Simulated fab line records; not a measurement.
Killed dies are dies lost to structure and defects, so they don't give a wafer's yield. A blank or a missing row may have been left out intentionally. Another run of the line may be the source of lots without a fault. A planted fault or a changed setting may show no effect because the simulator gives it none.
A struck lot beside a sound one -- flow n5-finfet -- 16 out of 1938 route steps
Sound: wafers L992.3, L992.4, L992.5. Struck: wafer L990.2 (L990.5, L990.6, from the same lot, were not struck and are left out); the cause is given at the end.
Each step with rows lists, per side, the tool, then ch with its chambers, then its first start. Under that, the readings that differ: sound wafers -- struck wafers -- difference of the means -- sigmas: that difference in standard deviations of wafers without a fault.
alike: words and numbers the same on both sides, and readings whose means are apart by under 2 such deviations; not compared: readings that were withheld, readings missing a value for some wafer, numbers with overlapping values and no deviation given by the record, and bounds like >300 which may hide the same value.
The two part at a step that has a row with sigmas, a row that says differs or no value, or rows on one side only. Non-overlapping numbers with no deviation appear without sigmas and do not part them. A reading missing from all wafers of one side parts the sides only when that side holds two or more wafers.

N5_BEOL_M4_ETCH_41: etches SiCN in CH3F/O2, target depth 29.9 nm, time 52.5 s.
  sound on rie-diel-05 ch 0,2,3; struck on rie-diel-01 ch 2
  alike: drypump-motor-current-A, oes-product-au, rf-vpp-V, showerhead-plenum-p-Torr, throttle-valve-pct
  not compared: rf-hours-counter-h
N5_BEOL_M4_STRIP_97: strips in N2/H2, time 10 s.
  sound on rie-diel-05 ch 0,2,3; struck on rie-diel-01 ch 2
reading,sound,struck,difference,sigmas
throttle-valve-pct (%),23.8 23.1 24.0,24.4,+0.8,+2
  alike: drypump-motor-current-A, oes-product-au, rf-vpp-V, showerhead-plenum-p-Torr
  not compared: rf-hours-counter-h
N5_BEOL_M4_OCD_MEAS_38:
  struck on ocd-02, day 11 02:02; sound on ocd-02, day 11 01:32
  alike: trench-depth-nm
then, 4 steps without rows for these wafers: N5_BEOL_M4_HM_STRIP_39 (strips TiN in peroxide tin strip, target depth 25 nm, time 158 s); N5_BEOL_M4_SRD_40 (time 30 s); N5_BEOL_M4_PRECLEAN_42 (cleans in residue remover, time 60 s); N5_BEOL_M4_SRD_43 (time 30 s).
N5_BEOL_M4_CD_MEAS_35: target cd 18 nm, target cd y 22.4 nm.
  struck on cd-sem-02, day 11 02:11; sound on cd-sem-01, day 11 01:42
  alike: cd-nm
N5_BEOL_M4_DEGAS_44: time 60 s.
  struck on pvd-sputter-01, day 11 02:45; sound on pvd-sputter-03, day 11 02:07
  alike: heater-power-w
then, 1 step without rows for these wafers: N5_BEOL_M4_PRE_CLEAN_45 (time 30 s).
N5_BEOL_M4_ALD_84: deposits TaN, pulse time 2 s, purge time 3 s, co reactant purge time 2 s.
  sound on ald-metal-01 ch 0,1,2, day 11 02:25; struck on ald-metal-01 ch 2, day 11 02:53
  alike: chamber-pressure-Torr, heater-power-outer-w, heater-power-w
  not compared: since-wet-clean-h
N5_BEOL_M4_SURFACE_TREAT_85:
  struck on pvd-sputter-03, day 11 03:14; sound on pvd-sputter-03, day 11 02:40
  not compared: throttle-valve-pct
N5_BEOL_M4_CVD_47: deposits Co from CCTBA/H2, target thk 3 nm, time 223.8 s.
  sound on cvd-co-02 ch 0,1,2, day 11 02:47; struck on cvd-co-01 ch 1, day 11 03:31
reading,sound,struck,difference,sigmas
run-length-s (s),247.2 247.1 246.1,435.5,+188.7,+99 or more
  alike: chamber-pressure-Torr
  not compared: since-wet-clean-h
then, 1 step without rows for these wafers: N5_BEOL_M4_SPUTTER_48 (material Cu, target thk 4.5 nm, time 8.29 s).
N5_BEOL_M4_RC_MEAS_101:
  sound on prober-02 ch 0, day 11 06:25; struck on prober-01 ch 0, day 11 07:50
  alike: DIBL_N, DIBL_P, IOFF_N, IOFF_P, ION_N, ION_P, SS_N, SS_P, VT_N, VT_P
N5_PASSIVATION_PROBE_49:
  the record holds rows for the sound wafers here (prober-01, day 15 06:50) but none for the struck ones

== WHERE THEY PART ==
At N5_BEOL_M4_STRIP_97 first; at N5_PASSIVATION_PROBE_49 last (within this record only).

WHY: the cause the simulator had injected
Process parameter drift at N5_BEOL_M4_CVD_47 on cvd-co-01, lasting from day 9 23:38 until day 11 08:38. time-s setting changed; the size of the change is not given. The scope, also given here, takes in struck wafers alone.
